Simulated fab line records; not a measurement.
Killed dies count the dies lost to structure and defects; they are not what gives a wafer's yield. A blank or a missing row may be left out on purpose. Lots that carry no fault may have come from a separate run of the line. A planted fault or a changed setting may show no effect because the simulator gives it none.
Chamber matching ; flow nand-harc ; NHARC_A_CONTACT_ALD_18 on ald-metal-03: 4 sister chambers
The step deposits TiN, target thk 3 nm, pulse time 1 s, ald cycles 150. 8 wafers are shown with their chamber, then 11 later ones without.

WAFERS, EACH WITH ITS CHAMBER
wafer;chamber;heater-power-w (W);precursor-pulse-height-rel
L080.2;3;1094;1.019
L086.2;2;1079;1.030
L088.2;3;1113;0.963
L088.5;1;1221;0.957
L090.2;0;1026;1.003
L090.5;0;1024;0.979
L090.6;1;1237;1.009
L095.2;2;1087;0.989

WAFERS WHOSE CHAMBER IS MISSING
wafer;heater-power-w (W);precursor-pulse-height-rel
L095.5;1110;0.982
L095.6;1242;0.983
L093.1;1043;0.973
L093.4;1217;0.982
L093.6;1077;1.019
L096.1;1108;1.026
L096.3;1205;1.010
L096.4;1087;1.011
L097.1;1071;0.999
L097.2;1088;1.005
L097.5;1231;0.998

CHAMBER TAKEN BY EACH
wafer;from the rows above;in truth
L095.5;3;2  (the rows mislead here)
L095.6;1;1
L093.1;0;0
L093.4;1;1
L093.6;2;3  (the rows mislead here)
L096.1;can't be placed: 3 or 2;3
L096.3;1;1
L096.4;can't be placed: 2 or 3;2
L097.1;2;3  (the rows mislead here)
L097.2;can't be placed: 2 or 3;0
L097.5;1;1
Correctly placed: 5 of 11. From these rows, 3 cannot be placed; in 2 the true chamber is one of the candidates. Number placed wrongly: 3.
How it was worked out, from the rows above alone: a wafer's distance from a chamber is the root of the sum, over the readings, of the square of ((its reading less the chamber's mean) divided by the reading's scatter). If the next closest chamber is less than 2 further off than the closest, the wafer can't be placed; otherwise it belongs to the closest. A chamber's mean is the mean of its shown wafers. The scatter is the square root of a quotient: the sum, over the shown wafers, of each reading's squared deviation from its chamber's mean, divided by wafers minus chambers.
